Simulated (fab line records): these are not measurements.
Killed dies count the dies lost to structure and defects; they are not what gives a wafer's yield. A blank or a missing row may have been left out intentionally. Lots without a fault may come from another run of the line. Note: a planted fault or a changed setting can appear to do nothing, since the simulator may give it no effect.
fab line records	flow n5_finfet
record lots=7	wafers=21
route steps=1938 shown BEOL_M9@1408 BEOL_M10@1500 BEOL_M11@1536 BEOL_M14@1753
start_h: the number of hours between the record's first day and the start of the first shown wafer of the lot	wait_h: how many hours have passed since the lot's step before this one	" repeats the value in the row above	L1.1+2: a row that stands for several wafers	- no value present, or no start provided	* or withheld: withheld	< > ~ a bound
route shown NAME@n: a module of which the file shows steps, and the number in the route of the first	usual: average and standard deviation across the fault-free wafers	same: alike in all rows	chamber/n: place in a boat	sites: each site's reading	_std_site: the standard deviation of these	_edge_site: mean of outer sites minus mean of inner sites	radius_mm: how far each site lies from the wafer's centre	mask NAME#n: copy n	behind: tool/chamber where the wafer was last shaped	hold: what put the lot on hold/how long, in hours/how the hold closed	device: the transistor (n, p or np) that didn't switch	end of line: the same wafers' tests at the end of the route	a step without rows: its recipe alone	killed: dies that structure and defects cost at the first sort, which is not the same as the wafer's yield	map: a wafer's dies, x killed, . not, _ none there
set.NAME: setting as actually run; set.NAME@STEP: the setting as run at that earlier step	model.NAME: the simulator's own value behind a step, which no gauge read
lots run with intentionally changed settings; tables by step, rows by wafer
## steps
# step N5_BEOL_M9_COAT_05
# recipe resist=CAR-ArF	spin_rpm=1500	resist_thk_nm=90
lot.wafer	tool	chamber	start_h	wait_h	set.spin_rpm	model.CAR-ArF_of_BEOL_M9_COAT_05.thk_nm
L074.4+6	litho_track-02	0	-	-	1500	90.2
L074.5	"	0	"	"	1500	90
L075.3	litho_track-03	0	-	-	1500	90.6
L075.5	"	0	"	"	1500	90.4
L075.6	"	0	"	"	1500	90.2
L083.1	litho_track-03	0	-	-	1664	85.8
L083.2+5	"	0	"	"	1500	90.4
L082.2	litho_track-03	0	-	-	1544	88.6
L082.3	"	0	"	"	1544	89
L082.5	"	0	"	"	1544	88.8
L084.1	litho_track-03	0	-	-	1591	87.6
L084.3+4	"	0	"	"	1500	90.4
L085.3+6	litho_track-05	0	-	-	1500	90.4
L085.4	"	0	"	"	1500	89.8
L092.2+5	litho_track-02	0	-	-	1500	89.8
L092.3	"	0	"	"	1552	88.2
# step N5_BEOL_M9_EBR_07
# recipe solvent=PGMEA	ebr_width_mm=1.5
# step N5_BEOL_M9_SOFTBAKE_06
# recipe temp_c=110	time_s=60	resist=CAR-ArF
# step N5_BEOL_M9_EXPOSE_08
# recipe mask_id=M9	na=1.35	source_shape=dipole	sigma_inner=0.411	sigma_outer=0.611	polarization=te	dose_mj=53.75
# step N5_BEOL_M9_PEB_09
# recipe peb_temp_c=withheld	peb_time_s=60	resist=CAR-ArF
# step N5_BEOL_M9_DEVELOP_10
# recipe develop_time_s=30	developer=TMAH	resist=CAR-ArF	rinse_liquid=diw	dry=air_spin	dev_temp_c=23
lot.wafer	tool	chamber	start_h	wait_h	set.spin_rpm@BEOL_M9_COAT_05	model.CAR-ArF_of_BEOL_M9_COAT_05.thk_nm
L074.4+5+6	litho_track-03	0	-	-	1500	88.4
L075.3	litho_track-03	0	-	-	1500	88.8
L075.5+6	"	0	"	"	1500	88.6
L083.1	litho_track-02	0	-	-	1664	84.2
L083.2+5	"	0	"	"	1500	88.6
L082.2	litho_track-03	0	-	-	1544	87
L082.3+5	"	0	"	"	1544	87.2
L084.1	litho_track-05	0	-	-	1591	85.8
L084.3+4	"	0	"	"	1500	88.6
L085.3+6	litho_track-02	0	-	-	1500	88.6
L085.4	"	0	"	"	1500	88.2
L092.2+5	litho_track-03	0	-	-	1500	88
L092.3	"	0	"	"	1552	86.6
# step N5_BEOL_M9_DESCUM_16
# recipe chemistry=O2	time_s=7.9	source_power_w=50	bias_power_w=20	pressure_mtorr=20	rf_frequency_hz=2.712e+07	temp_c=40	resist=CAR-ArF	o2_flow_sccm=225
lot.wafer	tool	chamber	start_h	wait_h	set.spin_rpm@BEOL_M9_COAT_05	model.CAR-ArF_of_BEOL_M9_COAT_05.thk_nm
L074.4+6	rie_diel-03	0	247.36	0.0	1500	83.6
L074.5	"	1	"	"	1500	83.4
L075.3	rie_diel-03	2	279.32	0.0	1500	84
L075.5+6	"	3,2	"	"	1500	83.8
L083.1	rie_diel-01	0	318.08	0.2	1664	79.4
L083.2+5	"	3,1	"	"	1500	83.8
L082.2	rie_diel-03	0	321.89	0.0	1544	82.2
L082.3+5	"	2	"	"	1544	82.4
L084.1	rie_diel-06	3	322.64	0.0	1591	81
L084.3+4	"	1,0	"	"	1500	83.8
L085.3+6	rie_diel-06	1	334.95	0.0	1500	83.8
L085.4	"	0	"	"	1500	83.2
L092.2+5	rie_diel-01	3	335.83	0.2	1500	83.2
L092.3	"	2	"	"	1552	81.6
# step N5_BEOL_M9_ETCH_61
# recipe chemistry=CF4	target=SiARC	target_depth_a=390	mask_material=CAR-ArF	time_s=65	ion_energy_ev=80	pressure_mtorr=40	source_w=545	bias_w=36	Ar_flow_sccm=100	cf4_flow_sccm=100	ends=cleared
lot.wafer	tool	chamber	start_h	wait_h	set.spin_rpm@BEOL_M9_COAT_05	model.CAR-ArF_of_BEOL_M9_COAT_05.thk_nm
L074.4+6	rie_diel-03	0	247.40	0.0	1500	55.6
L074.5	"	1	"	"	1500	55.4
L075.3	rie_diel-03	2	279.35	0.0	1500	56
L075.5+6	"	3,2	"	"	1500	55.8
L083.1	rie_diel-01	0	318.11	0.0	1664	51.4
L083.2+5	"	3,1	"	"	1500	55.6
L082.2	rie_diel-03	0	321.93	0.0	1544	54.2
L082.3	"	2	"	"	1544	54.6
L082.5	"	2	"	"	1544	54.4
L084.1	rie_diel-06	3	322.68	0.0	1591	53
L084.3+4	"	1,0	"	"	1500	55.6
L085.3+6	rie_diel-06	1	334.99	0.0	1500	55.8
L085.4	"	0	"	"	1500	55.2
L092.2	rie_diel-01	3	335.86	0.0	1500	55.2
L092.3	"	2	"	"	1552	53.8
L092.5	"	3	"	"	1500	55.4
# step N5_BEOL_M9_ETCH_62
# recipe chemistry=N2/H2	target=SOC	target_depth_a=1100	overetch_a=220	mask_material=SiARC	temp_c=40	time_s=165	ion_energy_ev=200	pressure_mtorr=30	source_w=840	bias_w=150	n2_flow_sccm=200	h2_flow_sccm=200
# step N5_BEOL_M9_STRIP_68
# recipe chemistry=N2/H2	temp_c=40	n2_flow_sccm=200	h2_flow_sccm=200	rf_frequency_hz=6e+07
# step N5_BEOL_M9_STRIP_67
# recipe chemistry=CF4	resist=SiARC	power_w=300	bias_power_w=75	pressure_mtorr=50	cf4_flow_sccm=150	rf_frequency_hz=6e+07
# step N5_BEOL_M9_HM_OPEN_17
# recipe chemistry=Cl2/BCl3	target_depth_a=200	overetch_a=60	target=TiN	mask_material=SOC	ion_energy_ev=150	pressure_mtorr=10	icp_w=1000	bias_w=126	Cl2_flow_sccm=53.25	bcl3_flow_sccm=21.75	Ar_flow_sccm=25
lot.wafer	tool	chamber	start_h	wait_h	set.target_thk_a@BEOL_M9_HM_DEP_02	model.etch.depth_nm
L074.4	rie_metal-03	1	247.67	0.1	200	20.15
L074.5	"	0	"	"	186	18.49
L074.6	"	1	"	"	200	20.16
L075.3	rie_metal-03	1	279.62	0.1	200	20.19
L075.5	"	0	"	"	192.9	19.25
L075.6	"	1	"	"	192.9	19.51
L083.1+2	rie_metal-01	0,1	318.35	0.0	221.4	22.17
L083.5	"	0	"	"	200	19.84
L082.2	rie_metal-01	1	322.16	0.0	221	21.9
L082.3	"	1	"	"	200	19.81
L082.5	"	0	"	"	221	21.87
L084.1	rie_metal-03	1	322.92	0.0	200	20.44
L084.3	"	1	"	"	200	20.26
L084.4	"	0	"	"	200	20.2
L085.3	rie_metal-03	1	335.25	0.1	200	19.82
L085.4	"	0	"	"	200	19.89
L085.6	"	1	"	"	200	19.92
L092.2	rie_metal-03	0	336.10	0.0	212.1	21.34
L092.3	"	1	"	"	212.1	21.27
L092.5	"	0	"	"	200	20.07
# step N5_BEOL_M9_STRIP_19
# recipe chemistry=O2	power_w=400	temp_c=40	pressure_mtorr=30	rf_frequency_hz=6e+07	bias_power_w=0	overash_fraction=0.2	o2_flow_sccm=225
# step N5_BEOL_M9_STRIP_73
# recipe chemistry=C4F6/O2	resist=SiARC	rf_frequency_hz=6e+07
# step N5_BEOL_M9_STRIP_36
# recipe chemistry=N2/H2	power_w=450	temp_c=40	pressure_mtorr=20	rf_frequency_hz=6e+07	overash_fraction=0.3	bias_power_w=7	h2_frac=0.5	n2_flow_sccm=200	h2_flow_sccm=200
# step N5_BEOL_M9_TRENCH_ETCH_37
# recipe chemistry=C4F6/O2	target_depth_a=1514.3	target=SiCOH_lowk	time_s=49	ion_energy_ev=250	pressure_mtorr=30	source_w=345	bias_w=185	Ar_flow_sccm=300	C4F6_flow_sccm=10	O2_flow_sccm=10
lot.wafer	tool	chamber	start_h	wait_h	set.target_thk_a@BEOL_M9_HM_DEP_02	model.TiN_of_BEOL_M9_HM_DEP_02.thk_nm
L074.4+6	rie_diel-01	1,0	-	-	200	16
L074.5	"	3	"	"	186	14.2
L075.3	rie_diel-03	3	-	-	200	16
L075.5	"	1	"	"	192.9	15
L075.6	"	0	"	"	192.9	15.4
L083.1	rie_diel-06	2	-	-	221.4	18
L083.2	"	1	"	"	221.4	17.8
L083.5	"	0	"	"	200	15.6
L082.2	rie_diel-06	3	-	-	221	17.8
L082.3	"	1	"	"	200	15.6
L082.5	"	0	"	"	221	17.6
L084.1+3	rie_diel-03	3,0	-	-	200	16.2
L084.4	"	1	"	"	200	16
L085.3	rie_diel-03	1	-	-	200	15.6
L085.4+6	"	3,2	"	"	200	15.8
L092.2+3	rie_diel-01	0,2	-	-	212.1	17
L092.5	"	0	"	"	200	15.8
# step N5_BEOL_M10_PEB_26
# recipe peb_temp_c=withheld	peb_time_s=60	resist=CAR-ArF
lot.wafer	tool	chamber	start_h	wait_h	set.peb_time_s
L074.4+6	litho_track-01	0	257.61	0.0	53.63
L074.5	"	0	"	"	60
L075.3+6	litho_track-04	0	290.31	0.0	68.75
L075.5	"	0	"	"	60
L083.1+5	litho_track-04	0	328.55	0.1	60
L083.2	"	0	"	"	52.6
L082.2+3	litho_track-05	0	331.63	0.1	67.7
L082.5	"	0	"	"	60
L084.1+3+4	litho_track-01	0	334.49	0.1	60
L092.2+3+5	litho_track-01	0	346.01	0.1	60
L085.3+4+6	litho_track-05	0	346.18	0.0	60
# step N5_BEOL_M10_DEVELOP_27
# recipe develop_time_s=30	developer=TMAH	resist=CAR-ArF	rinse_liquid=diw	dry=air_spin	dev_temp_c=23
# step N5_BEOL_M10_CD_MEAS_28
# recipe target_cd_nm=70	landing_energy_ev=500	detector=se_inlens	polarity=opening
# usual cd_nm=69.8/0.77
lot.wafer	tool	chamber	start_h	wait_h	set.peb_time_s@BEOL_M10_PEB_26	cd_nm
L074.4	cd_sem-02	0	257.68	-	53.63	64.7
L074.5	"	0	"	"	60	70.0
L074.6	"	0	"	"	53.63	65.8
L075.3	cd_sem-02	0	290.38	-	68.75	75.4
L075.5	"	0	"	"	60	69.0
L075.6	"	0	"	"	68.75	75.1
L083.1	cd_sem-01	0	328.62	-	60	71.2
L083.2	"	0	"	"	52.6	64.2
L083.5	"	0	"	"	60	71.5
L082.2	cd_sem-02	0	331.70	-	67.7	76.3
L082.3	"	0	"	"	67.7	76.2
L082.5	"	0	"	"	60	71.5
L084.1	cd_sem-01	0	334.56	-	60	68.8
L084.3	"	0	"	"	60	68.2
L084.4	"	0	"	"	60	68.4
L092.2	cd_sem-03	0	346.08	-	60	70.0
L092.3	"	0	"	"	60	69.5
L092.5	"	0	"	"	60	70.2
L085.3	cd_sem-01	0	346.25	-	60	70.3
L085.4	"	0	"	"	60	69.4
L085.6	"	0	"	"	60	69.9
# step N5_BEOL_M10_VIA_ETCH_34
# recipe chemistry=C4F6/O2	target=SiCOH_lowk	target_depth_a=1845	mask_material=SOC	taper_deg=4	time_s=69.2	ion_energy_ev=250	pressure_mtorr=30	source_w=345	bias_w=185	Ar_flow_sccm=300	C4F6_flow_sccm=10	O2_flow_sccm=10
lot.wafer	tool	chamber	start_h	wait_h	set.time_s	model.etch.depth_nm	model.SOC_of_BEOL_M10_COAT_63.thk_nm
L074.4	rie_diel-02	0	258.00	0.0	59.92	160.8	93.6
L074.5	"	2	"	"	59.92	159.1	93.6
L074.6	"	1	"	"	69.2	185.6	92.4
L075.3	rie_diel-04	0	290.68	0.0	75.18	202.8	91.6
L075.5	"	1	"	"	69.2	180.5	92.4
L075.6	"	0	"	"	69.2	186.8	92
L083.1	rie_diel-04	2	328.92	0.0	56.25	148.7	93.4
L083.2	"	3	"	"	56.25	153.7	93.2
L083.5	"	1	"	"	69.2	186.1	91.8
L082.2	rie_diel-04	1	332.01	0.0	69.2	183.8	92.2
L082.3	"	0	"	"	69.2	188.4	91.8
L082.5	"	1	"	"	69.2	182.7	92.2
L084.1	rie_diel-04	1	334.87	0.0	58.64	156.9	93.8
L084.3	"	3	"	"	69.2	186.4	92.4
L084.4	"	2	"	"	58.64	155.6	93.8
L092.2	rie_diel-05	1	346.40	0.0	59.79	159.1	93.2
L092.3	"	3	"	"	69.2	179.3	92.2
L092.5	"	0	"	"	69.2	182.6	92
L085.3	rie_diel-05	0	346.90	0.0	69.2	182.3	91.4
L085.4	"	3	"	"	69.2	180.5	91.6
L085.6	"	0	"	"	69.2	183.7	91.8
# step N5_BEOL_M11_ILD_DEP_00
# recipe material=SiCOH_lowk	target_thk_a=3085.1	temp_c=300	precursor=DEMS/porogen	pressure_torr=5	rf_w=500	time_s=58
lot.wafer	tool	chamber	start_h	wait_h	set.temp_c	model.SiCOH_lowk_of_BEOL_M11_ILD_DEP_00.thk_nm
L074.4	pecvd-03	0	260.50	0.1	300	312.6
L074.5	"	2	"	"	302.9	304.4
L074.6	"	1	"	"	300	310.8
L075.3	pecvd-03	0	293.56	0.0	302.1	303
L075.5	"	0	"	"	302.1	305.6
L075.6	"	2	"	"	300	307.6
L083.1	pecvd-03	0	331.92	0.0	305.7	297.2
L083.2	"	2	"	"	300	308.4
L083.5	"	1	"	"	300	310.2
L082.2	pecvd-04	1	335.29	0.0	300	305
L082.3	"	2	"	"	300	306
L082.5	"	1	"	"	300	307.6
L084.1	pecvd-04	0	337.54	0.0	296.4	313.4
L084.3	"	1	"	"	300	304.6
L084.4	"	1	"	"	300	310.8
L092.2	pecvd-03	0	349.77	0.0	302.5	308
L092.3	"	2	"	"	302.5	306.6
L092.5	"	0	"	"	300	313
L085.3	pecvd-03	1	351.87	0.0	300	309.8
L085.4	"	1	"	"	300	312.2
L085.6	"	2	"	"	300	314
# step N5_BEOL_M11_CURE_71
# recipe temp_c=385	time_s=240	ambient=He/Ar	material=SiCOH_lowk
lot.wafer	tool	chamber	start_h	wait_h	set.temp_c@BEOL_M11_ILD_DEP_00	model.SiCOH_lowk_of_BEOL_M11_ILD_DEP_00.thk_nm
L074.4	uv_cure-02	2	260.78	0.3	300	271.6
L074.5	"	2	"	"	302.9	264.4
L074.6	"	2	"	"	300	270
L075.3	uv_cure-01	0	293.79	0.2	302.1	263
L075.5	"	0	"	"	302.1	265.4
L075.6	"	0	"	"	300	267.2
L083.1	uv_cure-02	0	332.12	0.2	305.7	258
L083.2	"	0	"	"	300	268
L083.5	"	0	"	"	300	269.6
L082.2	uv_cure-03	2	335.60	0.3	300	264.8
L082.3	"	2	"	"	300	265.8
L082.5	"	2	"	"	300	267.2
L084.1	uv_cure-03	2	338.07	0.5	296.4	272.4
L084.3	"	2	"	"	300	264.6
L084.4	"	2	"	"	300	270
L092.2	uv_cure-01	2	350.12	0.3	302.5	267.4
L092.3	"	2	"	"	302.5	266.4
L092.5	"	2	"	"	300	271.8
L085.3	uv_cure-01	1	352.10	0.2	300	269.2
L085.4	"	1	"	"	300	271.2
L085.6	"	1	"	"	300	272.8
# step N5_BEOL_M11_THK_MEAS_01
# recipe reads=SiCOH_lowk_of_BEOL_M11_ILD_DEP_00
# usual M11_ILD_THK=269/3.3
lot.wafer	tool	chamber	start_h	wait_h	set.temp_c@BEOL_M11_ILD_DEP_00	M11_ILD_THK[nm]
L074.4	film_metro-02	-	261.06	0.2	300	272
L074.5	"	-	"	"	302.9	265
L074.6	"	-	"	"	300	270
L075.3	film_metro-01	-	294.15	0.3	302.1	263
L075.5	"	-	"	"	302.1	265
L075.6	"	-	"	"	300	267
L083.1	film_metro-01	-	332.63	0.4	305.7	258
L083.2	"	-	"	"	300	268
L083.5	"	-	"	"	300	270
L082.2	film_metro-01	-	336.04	0.4	300	265
L082.3	"	-	"	"	300	265
L082.5	"	-	"	"	300	267
L084.1	film_metro-01	-	338.58	0.4	296.4	272
L084.3	"	-	"	"	300	265
L084.4	"	-	"	"	300	270
L092.2	film_metro-01	-	350.56	0.4	302.5	267
L092.3	"	-	"	"	302.5	266
L092.5	"	-	"	"	300	272
L085.3	film_metro-01	-	352.46	0.3	300	269
L085.4	"	-	"	"	300	271
L085.6	"	-	"	"	300	273
# step N5_BEOL_M11_COAT_60
# recipe resist=SiARC	temp_c=220	time_s=60	spin_rpm=1500	resist_thk_nm=30
lot.wafer	tool	chamber	start_h	wait_h	set.spin_rpm	model.SiARC_of_BEOL_M11_COAT_60.thk_nm
L074.4	litho_track-01	0	-	-	1661	28.6
L074.5	"	0	"	"	1500	30
L074.6	"	0	"	"	1500	29.8
L075.3+6	litho_track-02	0	-	-	1548	29.6
L075.5	"	0	"	"	1500	30
L083.1+5	litho_track-01	0	-	-	1500	30
L083.2	"	0	"	"	1500	30.2
L082.2+3	litho_track-03	0	-	-	1390	31.4
L082.5	"	0	"	"	1500	30.2
L084.1+4	litho_track-03	0	-	-	1500	30
L084.3	"	0	"	"	1500	30.2
L092.2+5	litho_track-03	0	-	-	1500	30
L092.3	"	0	"	"	1637	28.8
L085.3+4+6	litho_track-02	0	-	-	1500	30
# step N5_BEOL_M11_COAT_05
# recipe resist=CAR-ArF	spin_rpm=1500	resist_thk_nm=90
# step N5_BEOL_M11_EBR_07
# recipe solvent=PGMEA	ebr_width_mm=1.5
# step N5_BEOL_M11_DESCUM_16
# recipe chemistry=O2	time_s=7.9	source_power_w=50	bias_power_w=20	pressure_mtorr=20	rf_frequency_hz=2.712e+07	temp_c=40	resist=CAR-ArF	o2_flow_sccm=225
# step N5_BEOL_M11_ETCH_61
# recipe chemistry=CF4	target=SiARC	target_depth_a=390	mask_material=CAR-ArF	time_s=65	ion_energy_ev=80	pressure_mtorr=40	source_w=545	bias_w=36	Ar_flow_sccm=100	cf4_flow_sccm=100	ends=cleared
lot.wafer	tool	chamber	start_h	wait_h	set.spin_rpm@BEOL_M11_COAT_60	model.CAR-ArF_of_BEOL_M11_COAT_05.thk_nm	model.etch.depth_nm
L074.4	rie_diel-06	0	262.32	0.0	1661	56.6	28.55
L074.5	"	3	"	"	1500	55.4	29.94
L074.6	"	0	"	"	1500	55.4	29.9
L075.3	rie_diel-01	1	296.01	0.0	1548	55.6	29.64
L075.5	"	3	"	"	1500	55.4	30.01
L075.6	"	2	"	"	1548	55.8	29.51
L083.1	rie_diel-01	0	333.38	0.0	1500	55.6	30.07
L083.2	"	3	"	"	1500	55.6	30.25
L083.5	"	3	"	"	1500	55.8	30.09
L082.2	rie_diel-01	3	337.39	0.0	1390	54.4	31.32
L082.3	"	2	"	"	1390	54.4	31.39
L082.5	"	1	"	"	1500	55.4	30.2
L084.1	rie_diel-06	1	341.14	0.0	1500	55.8	30.1
L084.3	"	0	"	"	1500	55.8	30.14
L084.4	"	3	"	"	1500	56	30.08
L092.2	rie_diel-01	3	351.92	0.0	1500	55.4	30.09
L092.3	"	1	"	"	1637	56.8	28.78
L092.5	"	1	"	"	1500	55.8	30.05
L085.3	rie_diel-01	1	354.57	0.0	1500	55.8	30.06
L085.4	"	2	"	"	1500	55.4	30.09
L085.6	"	1	"	"	1500	55.4	29.97
# step N5_BEOL_M11_ETCH_62
# recipe chemistry=N2/H2	target=SOC	target_depth_a=1100	overetch_a=220	mask_material=SiARC	temp_c=40	time_s=165	ion_energy_ev=200	pressure_mtorr=30	source_w=840	bias_w=150	n2_flow_sccm=200	h2_flow_sccm=200
lot.wafer	tool	chamber	start_h	wait_h	set.spin_rpm@BEOL_M11_COAT_60	model.SiARC_of_BEOL_M11_COAT_60.thk_nm
L074.4	rie_diel-06	0	262.37	0.0	1661	22
L074.5+6	"	3,0	"	"	1500	23.4
L075.3	rie_diel-01	1	296.06	0.0	1548	23.2
L075.5	"	3	"	"	1500	23.4
L075.6	"	2	"	"	1548	22.8
L083.1+2	rie_diel-01	0,3	333.43	0.0	1500	23.6
L083.5	"	3	"	"	1500	23.4
L082.2	rie_diel-01	3	337.44	0.0	1390	24.8
L082.3	"	2	"	"	1390	24.6
L082.5	"	1	"	"	1500	23.8
L084.1+4	rie_diel-06	1,3	341.19	0.0	1500	23.6
L084.3	"	0	"	"	1500	23.4
L092.2	rie_diel-01	3	351.97	0.0	1500	23.4
L092.3	"	1	"	"	1637	22.4
L092.5	"	1	"	"	1500	23.6
L085.3+6	rie_diel-01	1	354.62	0.0	1500	23.6
L085.4	"	2	"	"	1500	23.4
# step N5_BEOL_M14_TRENCH_ETCH_34
# recipe chemistry=C4F8/O2/Ar	target=SiO2	target_depth_a=5566.5	mask_material=SOC	he_inner_torr=15	he_outer_torr=30	time_s=126.9	ion_energy_ev=800	pressure_mtorr=20	source_w=1905	bias_w=2040	Ar_flow_sccm=400	C4F8_flow_sccm=16	O2_flow_sccm=12
# usual rf_vpp_V=2227/14
lot.wafer	tool	chamber	start_h	wait_h	set.bias_w	rf_vpp_V
L074.4	rie_diel-02	3	282.91	0.0	2174	2327
L074.5	"	2	"	"	2040	2244
L074.6	"	3	"	"	2040	2228
L075.3	rie_diel-02	2	314.57	0.0	2040	2242
L075.5	"	0	"	"	1911	2138
L075.6	"	1	"	"	2040	2249
L083.1	rie_diel-04	3	351.64	0.0	2303	2384
L083.2	"	0	"	"	2303	2414
L083.5	"	0	"	"	2040	2221
L082.2	rie_diel-02	0	359.17	0.0	1687	1958
L082.3	"	2	"	"	2040	2243
L082.5	"	0	"	"	1687	1958
L084.1	rie_diel-04	0	361.59	0.0	2224	2357
L084.3	"	3	"	"	2040	2193
L084.4	"	3	"	"	2040	2194
L092.2	rie_diel-05	2	376.16	0.0	2040	2218
L092.3	"	3	"	"	2295	2412
L092.5	"	0	"	"	2040	2214
L085.3	rie_diel-04	0	378.67	0.0	2040	2220
L085.4	"	3	"	"	2040	2192
L085.6	"	1	"	"	2040	2242
## key
split step=N5_BEOL_M9_COAT_05	setting=spin_rpm	stated=1500	by=wafer
response step=N5_BEOL_M9_COAT_05	reading=model.CAR-ArF_of_BEOL_M9_COAT_05.thk_nm	change=-0.433	per=1%	r=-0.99
response step=N5_BEOL_M9_DEVELOP_10	reading=model.CAR-ArF_of_BEOL_M9_COAT_05.thk_nm	change=-0.415	per=1%	r=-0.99
response step=N5_BEOL_M9_DESCUM_16	reading=model.CAR-ArF_of_BEOL_M9_COAT_05.thk_nm	change=-0.42	per=1%	r=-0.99
response step=N5_BEOL_M9_ETCH_61	reading=model.CAR-ArF_of_BEOL_M9_COAT_05.thk_nm	change=-0.397	per=1%	r=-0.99
split step=N5_BEOL_M10_PEB_26	setting=peb_time_s	stated=60	by=wafer
response step=N5_BEOL_M10_CD_MEAS_28	reading=cd_nm	change=+0.456	per=1%	r=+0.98
split step=N5_BEOL_M10_VIA_ETCH_34	setting=time_s	stated=69.2	by=wafer
response step=N5_BEOL_M10_VIA_ETCH_34	reading=model.etch.depth_nm	change=+1.88	per=1%	r=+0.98
response step=N5_BEOL_M10_VIA_ETCH_34	reading=model.SOC_of_BEOL_M10_COAT_63.thk_nm	change=-0.0838	per=1%	r=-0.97
split step=N5_BEOL_M11_ILD_DEP_00	setting=temp_c	stated=300	by=wafer
response step=N5_BEOL_M11_ILD_DEP_00	reading=model.SiCOH_lowk_of_BEOL_M11_ILD_DEP_00.thk_nm	change=-6.13	per=1%	r=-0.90
response step=N5_BEOL_M11_CURE_71	reading=model.SiCOH_lowk_of_BEOL_M11_ILD_DEP_00.thk_nm	change=-5.44	per=1%	r=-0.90
response step=N5_BEOL_M11_THK_MEAS_01	reading=M11_ILD_THK	change=-5.39	per=1%	r=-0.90
split step=N5_BEOL_M11_COAT_60	setting=spin_rpm	stated=1500	by=wafer
response step=N5_BEOL_M11_COAT_60	reading=model.SiARC_of_BEOL_M11_COAT_60.thk_nm	change=-0.133	per=1%	r=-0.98
response step=N5_BEOL_M11_ETCH_61	reading=model.CAR-ArF_of_BEOL_M11_COAT_05.thk_nm	change=+0.122	per=1%	r=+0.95
response step=N5_BEOL_M11_ETCH_61	reading=model.etch.depth_nm	change=-0.138	per=1%	r=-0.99
response step=N5_BEOL_M11_ETCH_62	reading=model.SiARC_of_BEOL_M11_COAT_60.thk_nm	change=-0.125	per=1%	r=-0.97
split step=N5_BEOL_M14_TRENCH_ETCH_34	setting=bias_w	stated=2040	by=wafer
response step=N5_BEOL_M14_TRENCH_ETCH_34	reading=rf_vpp_V	change=+15.8	per=1%	r=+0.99
split outside_this_file step=N5_BEOL_M9_HM_DEP_02 setting=target_thk_a
# split outside_this_file: this setting was split too, and the file shows its column; the key of that split is in another file
